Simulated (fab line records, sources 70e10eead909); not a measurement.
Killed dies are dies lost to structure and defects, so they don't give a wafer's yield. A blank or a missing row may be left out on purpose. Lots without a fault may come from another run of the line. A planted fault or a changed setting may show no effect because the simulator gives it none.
Which tool did it? | flow nand_harc | 12 lots, 36 wafers sampled, at 5 steps of a route of 1159

WHAT THE GAUGES READ, wafer by wafer
NHARC_THIN_TSV_CD_MEAS_33: target cd 5000 nm.
lot  | measured     | on        | cd_nm (nm)
L632 | day 19 08:17 | cd_sem-02 | 5004.3 4998.8 5001.9
L634 | day 19 06:59 | cd_sem-03 | 5002.3 5004.7 5000.0
L633 | day 19 09:19 | cd_sem-02 | 4999.6 4995.9 4997.0
L631 | day 19 13:35 | cd_sem-01 | 4998.8 5001.8 5002.8
L636 | day 20 05:29 | cd_sem-02 | 5001.1 5001.9 4998.0
L635 | day 20 10:32 | cd_sem-03 | 5002.0 5001.8 5000.2
L638 | day 20 11:52 | cd_sem-01 | 4998.1 5000.2 4997.0
L637 | day 21 07:27 | cd_sem-01 | 5000.8 4999.1 4997.7
L639 | day 21 08:25 | cd_sem-02 | 4997.1 4998.5 4997.3
L647 | day 24 00:00 | cd_sem-03 | 5000.9 4997.7 4998.2
L650 | day 24 07:00 | cd_sem-03 | 5003.0 5002.5 5001.3
L652 | day 24 16:17 | cd_sem-01 | 4998.0 4997.8 4998.1

NHARC_END_SORT_01.
lot  | measured     | on        | defect_limited_yield (%) | killed_at_array | killed_at_other | killed_at_periphery | killed_dies | killed_open | killed_short | sort_bin_2_pct (%) | sort_bin_3_pct (%) | sort_bin_4_pct (%) | sort_n_pass | sort_rim_yield_pct (%) | sort_yield_pct (%)
L638 | day 20 22:08 | prober-02 | 91.4 94.1 95.1           | 50 36 28        | 3 1 2           | 5 3 3               | 58 40 33    | 7 4 1       | 1 0 3        | 3.2 1.9 1.0        | 0 0.74 0.74        | 5.3 3.2 3.1        | 619 637 644 | 87 90 92               | 91.4 94.1 95.1
L637 | day 21 17:50 | prober-01 | 86.4 95.4 96.8           | 23 24 21        | 64 0 0          | 5 7 1               | 92 31 22    | 4 6 3       | 2 2 1        | 4.9 1.6 0.4        | 3.55 0.30 0.44     | 5.2 2.7 2.4        | 585 646 655 | 83 92 94               | 86.4 95.4 96.8
L639 | day 21 18:38 | prober-02 | 86.1 96.0 96.3           | 27 23 23        | 64 1 0          | 3 3 2               | 94 27 25    | 3 2 4       | 3 1 1        | 5.3 1.2 0.9        | 3.40 0.30 0.30     | 5.2 2.5 2.5        | 583 650 652 | 80 96 94               | 86.1 96.0 96.3

WHICH TOOL RAN EACH LOT (tool, then ch and the chambers of the sampled wafers, then the start)
lot  | NHARC_A_BONDPAD_ETCH_24                       | NHARC_A_BONDPAD_CMP_19        | NHARC_THIN_TSV_DEP_43
L632 | rie_diel-06 ch 1,2, day 18 09:38              | cmp-01 ch 0,1,2, day 18 11:16 | pecvd-03 ch 1,2, day 19 01:22
L634 | rie_diel-03 ch 0,1,3, day 18 10:20            | cmp-01 ch 1,2,3, day 18 11:51 | pecvd-03 ch 0,1, day 19 00:13
L633 | rie_diel-03 ch 1,2,3, day 18 15:29 or earlier | cmp-04 ch 0,2, day 18 15:29   | pecvd-02 ch 0,2, day 19 02:37
L631 | rie_diel-05 ch 0,1, day 18 15:52 or earlier   | cmp-01 ch 0,2,3, day 18 15:52 | pecvd-04 ch 0,1,2, day 19 06:53
L636 | rie_diel-06 ch 1,2,3, day 19 09:12 or earlier | cmp-04 ch 0,1,3, day 19 09:12 | pecvd-04 ch 0,1,2, day 19 22:08
L635 | rie_diel-03 ch 0,2,3, day 19 15:14 or earlier | cmp-04 ch 1,2,3, day 19 15:14 | pecvd-03 ch 1,2, day 20 03:54
L638 | rie_diel-03 ch 0,2,3, day 19 19:19 or earlier | cmp-01 ch 1,2,3, day 19 19:19 | pecvd-04 ch 0,1,2, day 20 05:05
L637 | rie_diel-06 ch 0,2,3, day 20 09:20 or earlier | cmp-01 ch 0,2,3, day 20 09:20 | pecvd-04 ch 0,1,2, day 21 00:41
L639 | rie_diel-03 ch 0,1,3, day 20 13:14 or earlier | cmp-02 ch 1,2,3, day 20 13:14 | pecvd-04 ch 0,1, day 21 01:47
L647 | rie_diel-03 ch 0,1, day 23 04:47 or earlier   | cmp-01 ch 0,3, day 23 04:47   | pecvd-03 ch 0,2, day 23 17:14
L650 | rie_diel-06 ch 1,2,3, day 23 09:23 or earlier | cmp-01 ch 0,1,2, day 23 09:23 | pecvd-03 ch 1,2, day 23 23:26
L652 | rie_diel-03 ch 1,3, day 23 20:59 or earlier   | cmp-01 ch 0,3, day 23 20:59   | pecvd-02 ch 0,1, day 24 09:29
- NHARC_A_BONDPAD_ETCH_24: etches the open film in CF4/N2, target depth 30 nm, time 72.99 s.
- NHARC_A_BONDPAD_CMP_19: polishes, t overpolish 30 s, cu recess touch 16 s, target thk 169.8 nm.
- NHARC_THIN_TSV_DEP_43: deposits SiO2, target thk 1328.5 nm.

WHAT THE TOOLS THEMSELVES READ (means of the sampled wafers that have a number; where no wafer has one, the mark that the record gives instead)
NHARC_A_BONDPAD_ETCH_24.
lot  | tool        | drypump_motor_current_A (A) | oes_product_au (a.u.) | rf_vpp_V (V) | showerhead_plenum_p_Torr (Torr) | throttle_valve_pct (%)
L632 | rie_diel-06 | 5.2                         | 1.003                 | 311.4        | 2.46                            | 19.796
L634 | rie_diel-03 | 5.8                         | 0.983                 | 314.2        | 2.64                            | 19.797
L633 | rie_diel-03 | 5.8                         | 0.992                 | 315.6        | 2.69                            | 19.795
L631 | rie_diel-05 | 5.8                         | 1.003                 | 313.3        | 2.54                            | 19.794
L636 | rie_diel-06 | 5.5                         | 0.996                 | 313.2        | 2.54                            | 19.798
L635 | rie_diel-03 | 5.5                         | 0.991                 | 315.7        | 2.74                            | 19.790
L638 | rie_diel-03 | 5.5                         | 0.996                 | 316.1        | 2.74                            | 19.798
L637 | rie_diel-06 | 5.7                         | 0.997                 | 314.7        | 2.60                            | 19.793
L639 | rie_diel-03 | 5.8                         | 0.988                 | 314.0        | 2.63                            | 19.795
L647 | rie_diel-03 | 6.1                         | 0.984                 | 312.4        | 2.51                            | 19.789
L650 | rie_diel-06 | 5.5                         | 0.993                 | 312.4        | 2.54                            | 19.790
L652 | rie_diel-03 | 5.7                         | 1.003                 | 316.5        | 2.70                            | 19.788

NHARC_A_BONDPAD_CMP_19.
lot  | tool   | motor_current_A (A) | overpolish_run_s (s) | pad_life_wafers
L632 | cmp-01 | 11.7                | 30.005               | 218
L634 | cmp-01 | 12.5                | 30.012               | 224
L633 | cmp-04 | 12.0                | 30.001               | 110
L631 | cmp-01 | 12.4                | 29.996               | 248
L636 | cmp-04 | 12.8                | 30.007               | 200
L635 | cmp-04 | 12.3                | 29.998               | 235
L638 | cmp-01 | 12.4                | 29.991               | 416
L637 | cmp-01 | 12.6                | 29.994               | 487
L639 | cmp-02 | 11.0                | 29.998               | 242
L647 | cmp-01 | 12.7                | 30.001               | 336
L650 | cmp-01 | 12.0                | 30.007               | 374
L652 | cmp-01 | 12.2                | 30.002               | 438

NHARC_THIN_TSV_DEP_43.
lot  | tool     | flow_sccm (sccm) | throttle_valve_pct (%)
L632 | pecvd-03 | 2650             | 16.2
L634 | pecvd-03 | 2644             | 16.4
L633 | pecvd-02 | 2646             | 16.6
L631 | pecvd-04 | 2642             | 16.1
L636 | pecvd-04 | 2652             | 15.9
L635 | pecvd-03 | 2657             | 16.2
L638 | pecvd-04 | 2645             | 15.9
L637 | pecvd-04 | 2647             | 15.9
L639 | pecvd-04 | 2648             | 15.6
L647 | pecvd-03 | 2655             | 16.1
L650 | pecvd-03 | 2649             | 16.1
L652 | pecvd-02 | 2655             | 16.0

THE ANSWER, worked out from the rows above alone
Rule: what is usual is taken from the lots themselves. Put in order of their means at a reading, lots are off if they are a third of the lots or fewer, leave a main group of 4 or more, and stand apart from it by a gap of 3 or more times the standard deviation of the main group's means; of several such gaps the widest counts. A main group whose means are all the same, to the digits that the tables above print for the reading, isn't used. A lot without any number at a reading at which 4 lots or more have one is off too. The other lots that the step has rows for count as sound. The gauges are gone through in route order, then the tools' own readings, and for those a lot's mean is taken as printed above. The first step at which some lot is off is used, and at that step the reading that is off furthest; a lot without a number counts as furthest.
No lot is off at any reading shown: from this, nothing can be told.

WHAT THE SIMULATOR HAD PUT IN
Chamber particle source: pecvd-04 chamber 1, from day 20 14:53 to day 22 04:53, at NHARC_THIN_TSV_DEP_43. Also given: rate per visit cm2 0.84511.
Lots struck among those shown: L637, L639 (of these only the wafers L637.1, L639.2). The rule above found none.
